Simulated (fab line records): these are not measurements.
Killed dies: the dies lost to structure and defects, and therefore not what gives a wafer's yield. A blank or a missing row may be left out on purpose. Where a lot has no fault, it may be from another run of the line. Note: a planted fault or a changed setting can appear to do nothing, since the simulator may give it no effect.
fab line records -- flow n5-finfet
record: lots: 10, wafers: 25, last-day: 20
route steps=1938 shown MOL_CONTACT_COAG@526 BEOL_M4@1111
lots that met no fault: from a run of the same line without faults
start-h: hours from the record's first day to the start of the lot's first wafer shown -- wait-h: hours since the lot's step before -- " same as the row above -- L1.1+2: several wafers, shown together as one row -- - no value, or no start given -- * or withheld: withheld -- < > ~ a bound
route shown NAME@n: NAME is a module with steps in the file, n the number in the route of the first one -- usual: the fault-free wafers' mean and standard deviation -- same: alike in all rows -- chamber/n: place in a boat -- sites: the reading at each site -- _std_site: the standard deviation of these -- _edge_site: mean of outer sites minus mean of inner sites -- radius-mm: how far each site lies from the wafer's centre -- mask NAME#n: copy n -- behind: tool/chamber where the wafer was last shaped -- hold: what put the lot on hold/how long, in hours/how the hold closed -- device: the n, p or np transistor that did not switch -- end of line: tests of these same wafers at the route's end -- a step without rows: its recipe alone -- killed: dies lost to structure and defects at the first sort, not the wafer's yield -- map: a wafer's dies, x killed, . not, _ none there
set.NAME: setting as actually run; set.NAME@STEP: the setting as run at that earlier step -- model.NAME: the simulator's own value behind a step, which no gauge read
one table for each step of the route and one row for each wafer, over a sample of lots
services: when a tool's chamber went out of use (start-h, in hours from the record's first day, below 0 if earlier), for how many hours, and the reason
== steps ==
step: N5_MOL_CONTACT_COAG_CD_MEAS_08
recipe: target-cd-nm: 28, landing-energy-ev: 500, detector: se-inlens, polarity: opening
usual: cd-nm: 27.98/0.23
lot.wafer,tool,chamber,start-h,wait-h,cd-nm
L746.3,cd-sem-01,0,120.23,-,27.85
L746.5,cd-sem-01,0,120.23,-,27.79
L746.6,cd-sem-01,0,120.23,-,27.68
L749.1,cd-sem-03,0,137.39,-,28.32
L749.3,cd-sem-03,0,137.39,-,28.40
L749.4,cd-sem-03,0,137.39,-,28.25
L751.2,cd-sem-03,0,165.95,-,27.91
L751.4,cd-sem-03,0,165.95,-,27.91
L752.2,cd-sem-02,0,170.85,-,27.93
L752.6,cd-sem-02,0,170.85,-,28.10
L754.5,cd-sem-02,0,174.18,-,28.04
L755.2,cd-sem-02,0,175.32,-,28.01
L755.4,cd-sem-02,0,175.32,-,28.11
L759.1,cd-sem-01,0,218.46,-,27.96
L759.2,cd-sem-01,0,218.46,-,27.47
L759.5,cd-sem-01,0,218.46,-,28.01
L762.1,cd-sem-02,0,256.63,-,27.93
L762.2,cd-sem-02,0,256.63,-,28.36
L762.4,cd-sem-02,0,256.63,-,27.93
L761.1,cd-sem-03,0,258.09,-,27.70
L761.4,cd-sem-03,0,258.09,-,27.89
L761.5,cd-sem-03,0,258.09,-,28.66
L764.4,cd-sem-03,0,258.64,-,28.27
L764.5,cd-sem-03,0,258.64,-,28.35
L764.6,cd-sem-03,0,258.64,-,28.24
step: N5_MOL_CONTACT_COAG_ETCH_106
recipe: chemistry: N2/H2, target: SOC, target-depth-a: 800, overetch-a: 160, mask-material: SiARC, temp-c: 40, time-s: 120, ion-energy-ev: 200, pressure-mtorr: 30, source-w: 840, bias-w: 150, n2-flow-sccm: 200, h2-flow-sccm: 200
usual: drypump-motor-current-A: 5.8/0.42, oes-product-au: 0.71/0.048, rf-vpp-V: 525.1/2.1, showerhead-plenum-p-Torr: 2.58/0.073, throttle-valve-pct: 17.84/0.22
lot.wafer,tool,chamber,start-h,wait-h,drypump-motor-current-A,oes-product-au,rf-hours-counter-h,rf-vpp-V,showerhead-plenum-p-Torr,throttle-valve-pct
L746.3,rie-diel-04,0,120.43,0.0,6.4,0.62,249,519.3,2.40,18.07
L746.5,rie-diel-04,0,120.43,0.0,6.4,0.62,-,518.8,2.40,18.08
L746.6,rie-diel-04,3,120.43,0.0,6.5,0.69,-,525.8,2.64,17.55
L749.1,rie-diel-06,0,137.71,0.0,5.9,0.67,175,523.7,2.53,18.07
L749.3,rie-diel-06,2,137.71,0.0,5.1,0.67,164,527.5,2.65,17.78
L749.4,rie-diel-06,3,137.71,0.0,5.9,0.69,134,523.9,2.54,17.75
L751.2,rie-diel-01,1,166.16,0.0,5.8,0.73,84,524.4,2.57,17.79
L751.4,rie-diel-01,0,166.16,0.0,5.8,0.75,67,529.7,2.69,17.89
L752.2,rie-diel-01,0,171.06,0.0,5.8,0.76,68,527.1,2.68,17.89
L752.6,rie-diel-01,0,171.06,0.0,5.7,0.74,-,528.1,2.68,17.90
L754.5,rie-diel-01,0,174.42,0.0,5.8,0.75,-,528.2,2.68,17.90
L755.2,rie-diel-06,0,175.53,0.0,6.0,0.66,185,523.7,2.52,18.07
L755.4,rie-diel-06,1,175.53,0.0,5.7,0.74,68,524.3,2.57,17.85
L759.1,rie-diel-01,0,218.67,0.0,5.7,0.74,77,527.2,2.68,17.91
L759.2,rie-diel-01,1,218.67,0.0,5.8,0.72,93,524.7,2.57,17.80
L759.5,rie-diel-01,3,218.67,0.0,5.6,0.68,-,524.2,2.54,17.95
L762.1,rie-diel-04,3,257.15,0.0,6.5,0.66,203,526.7,2.63,17.61
L762.2,rie-diel-04,0,257.15,0.0,6.4,0.80,30,527.7,2.71,17.71
L762.4,rie-diel-04,2,257.15,0.0,5.4,0.62,221,524.9,2.62,18.43
L761.1,rie-diel-04,2,258.29,0.0,5.4,0.62,221,525.1,2.62,18.42
L761.4,rie-diel-04,1,258.29,0.0,5.3,0.70,111,524.6,2.55,17.47
L761.5,rie-diel-04,3,258.29,0.0,6.5,0.66,-,527.2,2.63,17.61
L764.4,rie-diel-04,3,258.95,0.0,6.5,0.66,204,526.6,2.63,17.61
L764.5,rie-diel-04,3,258.95,0.0,6.5,0.66,-,526.8,2.63,17.62
L764.6,rie-diel-04,0,258.95,0.0,6.4,0.80,-,530.6,2.71,17.72
step: N5_MOL_CONTACT_COAG_ETCH_15
recipe: chemistry: CH3F/O2, target: SiNx, target-depth-a: 70, mask-material: SOC, stop-on: Si:P, over-etch-frac: 0.75, ion-energy-ev: 120, pressure-mtorr: 30, source-w: 395, bias-w: 73, Ar_flow_sccm: 150, CH3F_flow_sccm: 30, O2_flow_sccm: 20
usual: drypump-motor-current-A: 5.8/0.42, oes_f_703_au: 0.79/0.053, oes-product-au: 0.58/0.039, rf-vpp-V: 298/3.9, showerhead-plenum-p-Torr: 2.03/0.056, throttle-valve-pct: 16.34/0.19
same: over-etch-frac: 0.75
lot.wafer,tool,chamber,start-h,wait-h,drypump-motor-current-A,oes_f_703_au,oes-product-au,rf-hours-counter-h,rf-vpp-V,showerhead-plenum-p-Torr,throttle-valve-pct
L746.3,rie-diel-04,0,120.57,0.0,6.4,0.71,0.51,249,293,1.88,16.61
L746.5,rie-diel-04,0,120.57,0.0,6.4,0.71,0.51,-,293,1.88,16.60
L746.6,rie-diel-04,3,120.57,0.0,6.5,0.76,0.57,-,302,2.08,16.12
L749.1,rie-diel-06,0,137.85,0.0,5.9,0.75,0.55,175,291,1.98,16.51
L749.3,rie-diel-06,2,137.85,0.0,5.1,0.75,0.54,164,301,2.08,16.20
L749.4,rie-diel-06,3,137.85,0.0,5.9,0.77,0.56,134,297,2.01,16.29
L751.2,rie-diel-01,1,166.29,0.0,5.8,0.83,0.61,84,297,2.03,16.30
L751.4,rie-diel-01,0,166.29,0.0,5.8,0.82,0.63,67,301,2.11,16.34
L752.2,rie-diel-01,0,171.19,0.0,5.7,0.82,0.61,68,302,2.11,16.33
L752.6,rie-diel-01,0,171.19,0.0,5.8,0.82,0.62,-,301,2.11,16.33
L754.5,rie-diel-01,0,174.55,0.0,5.7,0.82,0.62,-,303,2.11,16.32
L755.2,rie-diel-06,0,175.66,0.0,6.0,0.74,0.55,185,292,1.98,16.53
L755.4,rie-diel-06,1,175.66,0.0,5.7,0.84,0.61,68,303,2.02,16.32
L759.1,rie-diel-01,0,218.80,0.0,5.7,0.80,0.61,77,303,2.10,16.33
L759.2,rie-diel-01,1,218.80,0.0,5.8,0.82,0.59,93,299,2.02,16.30
L759.5,rie-diel-01,3,218.80,0.0,5.6,0.77,0.56,-,299,2.01,16.53
L762.1,rie-diel-04,3,257.29,0.0,6.5,0.73,0.54,204,303,2.07,16.20
L762.2,rie-diel-04,0,257.29,0.0,6.4,0.90,0.65,30,297,2.12,16.20
L762.4,rie-diel-04,2,257.29,0.0,5.4,0.71,0.51,221,301,2.05,16.86
L761.1,rie-diel-04,2,258.43,0.0,5.5,0.70,0.51,221,300,2.05,16.85
L761.4,rie-diel-04,1,258.43,0.0,5.3,0.79,0.57,111,293,2.00,16.03
L761.5,rie-diel-04,3,258.43,0.0,6.5,0.72,0.54,-,302,2.07,16.24
L764.4,rie-diel-04,3,259.08,0.0,6.5,0.73,0.54,204,302,2.07,16.22
L764.5,rie-diel-04,3,259.08,0.0,6.5,0.72,0.54,-,302,2.07,16.20
L764.6,rie-diel-04,0,259.08,0.0,6.4,0.90,0.65,-,297,2.12,16.20
step: N5_MOL_CONTACT_COAG_ALD_27
recipe: material: SiOC, target-thk-a: 170, temp-c: 400, ald-precursor-family: carbosiloxane, ald-co-reactant: H2-plasma, pulse-time-s: 1.5, time-s: 2720, purge-time-s: 2, co-reactant-purge-time-s: 2, ald-cycles: 340, pressure-torr: 2
usual: heater-power-w: 883/100, precursor-pulse-height-rel: 0.999/0.018, run-length-s: 2770.0/0.45, time-s: 2720/0
same: co-reactant-purge-time-s: 2
lot.wafer,tool,chamber,start-h,wait-h,heater-power-w,precursor-pulse-height-rel,run-length-s,time-s
L746.3,ald-sin-04,1,127.45,0.0,858,0.998,2769.7,2720
L746.5,ald-sin-04,1,127.45,0.0,874,0.995,2769.7,2720
L746.6,ald-sin-04,2,127.45,0.0,953,1.004,2770.0,2720
L749.1,ald-sin-03,2,145.19,0.6,1060,0.989,2770.5,2720
L749.3,ald-sin-03,0,145.19,0.6,800,1.024,2769.2,2720
L749.4,ald-sin-03,1,145.19,0.6,831,1.022,2769.7,2720
L751.2,ald-sin-01,0,170.65,0.2,955,0.967,3171.1,3120.8
L751.4,ald-sin-01,3,170.65,0.2,776,1.001,3171.0,3120.8
L752.2,ald-sin-01,2,180.41,0.1,955,0.991,3170.8,3120.8
L752.6,ald-sin-01,2,180.41,0.1,950,0.979,2770.2,2720
L755.2,ald-sin-01,1,186.11,2.5,817,0.987,3170.7,3120.8
L755.4,ald-sin-01,2,186.11,2.5,958,0.996,3170.9,3120.8
L754.5,ald-sin-01,2,188.42,4.5,943,1.009,2769.6,2720
L759.1,ald-sin-04,1,229.05,0.0,864,0.998,2769.8,2720
L759.2,ald-sin-04,0,229.05,0.0,711,0.972,2769.5,2720
L759.5,ald-sin-04,2,229.05,0.0,979,1.012,2769.9,2720
L762.1,ald-sin-01,1,267.80,1.6,827,0.950,2769.9,2720
L762.2,ald-sin-01,0,267.80,1.6,991,1.019,2770.0,2720
L762.4,ald-sin-01,2,267.80,1.6,951,1.013,2769.7,2720
L761.1,ald-sin-03,1,268.07,1.4,841,1.043,2770.1,2720
L761.4,ald-sin-03,2,268.07,1.4,1054,0.970,2770.8,2720
L761.5,ald-sin-03,2,268.07,1.4,1068,1.014,2771.0,2720
L764.4,ald-sin-01,3,269.34,1.8,768,0.976,2770.0,2720
L764.5,ald-sin-01,3,269.34,1.8,773,1.003,2770.1,2720
L764.6,ald-sin-01,2,269.34,1.8,943,1.015,2769.5,2720
step: N5_BEOL_M4_RC_MEAS_101
usual: DIBL_N: 36.5/1.2, DIBL_P: 36.5/1.6, IOFF_N: 0.162/0.023, IOFF_P: 0.221/0.03, ION_N: 678/8, ION_P: 466/6.3, SS_N: 71.6/0.46, SS_P: 73.3/0.57, VT_N: 249.2/2.6, VT_P: -249/3.3
lot.wafer,tool,chamber,start-h,wait-h,DIBL_N[mV/V],DIBL_P[mV/V],IOFF_N[nA/um],IOFF_P[nA/um],ION_N[uA/um],ION_P[uA/um],SS_N[mV/dec],SS_P[mV/dec],VT_N[mV],VT_P[mV]
L746.3,prober-02,0,251.41,0.3,36.1,37.8,0.161,0.257,681,471,72.2,74.1,250.2,-245
L746.5,prober-02,0,251.41,0.3,36.5,37.9,0.169,0.252,686,475,72.2,73.7,248.9,-245
L746.6,prober-02,0,251.41,0.3,35.3,36.7,0.151,0.234,677,470,72.2,73.3,248.3,-245
L749.1,prober-02,0,257.33,0.0,35.8,36.0,0.152,0.205,680,465,71.8,73.0,252.3,-252
L749.3,prober-02,0,257.33,0.0,35.8,36.5,0.151,0.210,669,458,71.4,73.1,249.7,-250
L749.4,prober-02,0,257.33,0.0,35.5,35.2,0.148,0.194,682,464,71.0,73.2,250.3,-252
L751.2,prober-01,0,266.16,0.2,38.3,39.0,0.199,0.261,684,465,72.4,74.4,245.0,-247
L751.4,prober-01,0,266.16,0.2,37.4,37.6,0.173,0.230,665,458,72.0,73.6,249.0,-251
L752.2,prober-02,0,287.76,0.2,35.7,35.1,0.158,0.179,681,454,71.3,73.0,252.5,-254
L752.6,prober-02,0,287.76,0.2,36.8,36.9,0.188,0.210,689,463,72.1,73.7,249.9,-250
L754.5,prober-01,0,291.09,0.6,37.1,37.6,0.177,0.246,686,471,71.3,72.5,247.3,-246
L755.2,prober-02,0,291.12,0.3,35.8,35.7,0.152,0.210,676,464,71.9,73.0,250.9,-250
L755.4,prober-02,0,291.12,0.3,36.0,35.9,0.150,0.220,668,458,71.1,72.9,252.0,-249
L759.1,prober-01,0,323.73,0.0,36.2,38.9,0.194,0.254,695,471,72.0,73.8,247.0,-246
L759.2,prober-01,0,323.73,0.0,35.3,38.1,0.165,0.232,677,464,72.7,72.7,248.3,-248
L759.5,prober-01,0,323.73,0.0,34.6,36.3,0.152,0.215,678,465,71.9,73.0,251.2,-247
L762.1,prober-02,0,361.53,0.0,37.5,37.2,0.169,0.210,675,462,72.1,73.1,250.7,-251
L762.2,prober-02,0,361.53,0.0,37.1,36.5,0.147,0.203,669,462,72.0,72.9,251.4,-249
L762.4,prober-02,0,361.53,0.0,35.6,34.3,0.125,0.176,668,459,70.9,73.2,253.9,-252
L761.1,prober-01,0,364.54,0.0,38.0,36.7,0.167,0.214,674,462,72.0,74.3,246.7,-249
L761.4,prober-01,0,364.54,0.0,37.1,35.6,0.155,0.203,677,465,71.5,72.9,248.8,-250
L761.5,prober-01,0,364.54,0.0,36.0,34.9,0.138,0.189,672,464,71.7,73.1,250.6,-249
L764.4,prober-02,0,367.87,0.5,38.1,38.1,0.181,0.251,678,468,72.3,74.5,248.3,-249
L764.5,prober-02,0,367.87,0.5,37.7,36.9,0.170,0.233,691,469,72.2,74.4,249.1,-247
L764.6,prober-02,0,367.87,0.5,39.2,38.9,0.206,0.258,690,463,72.1,73.9,245.9,-249
== services ==
tool,chamber,start-h,hours,kind
ald-sin-01,0,100.75,-,clean
ald-sin-01,1,100.75,-,clean
rie-diel-04,1,106.06,2.9,repair
ald-sin-04,0,123.95,17.5,repair
rie-diel-04,0,124.52,-,clean
rie-diel-04,0,124.52,-,consumable-replace:focus-ring
rie-diel-04,0,124.52,-,consumable-replace:showerhead
rie-diel-04,0,124.52,14.9,scheduled-down
rie-diel-04,0,124.52,14.9,vent-cycle
ald-sin-04,-,136.29,55.4,repair
rie-diel-06,-,152.62,0.9,repair
ald-sin-01,-,153.33,2.8,pm
rie-diel-01,0,161.28,4.4,repair
rie-diel-01,1,187.71,6.8,repair
ald-sin-01,2,189.24,4.2,repair
ald-sin-03,2,192.27,10.3,repair
ald-sin-03,0,200.89,22.9,repair
rie-diel-06,1,214.42,9.5,repair
ald-sin-03,2,222.71,13.7,repair
rie-diel-01,-,234.77,2.8,pm
ald-sin-03,-,238.71,0.5,repair
rie-diel-06,3,258.10,3.1,repair
rie-diel-04,3,260.32,20.8,repair
ald-sin-04,-,269.15,14.0,pm
== key ==
first-sign: step: N5_MOL_CONTACT_COAG_ALD_27, reading: time-s, direction: up, sigmas: 99+, usual: *, struck: *
effect: step: N5_MOL_CONTACT_COAG_ALD_27, reading: run-length-s, direction: up, sigmas: 99+, usual: *, struck: *
met-at N5_MOL_CONTACT_COAG_ALD_27
struck-lots L751,L752,L755
struck-wafers L751.2,L751.4,L752.2,L755.2,L755.4
not-acting-at N5_MOL_CONTACT_COAG_CD_MEAS_08,N5_MOL_CONTACT_COAG_ETCH_106,N5_MOL_CONTACT_COAG_ETCH_15
fault: kind: process-parameter-drift, tool: ald-sin-01, chamber: -, onset-h: 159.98, steps: N5_MOL_CONTACT_COAG_ALD_27, channel: time-s, offset: *, shape: step, end-h: 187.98, scope: struck-wafers-only, stated: *
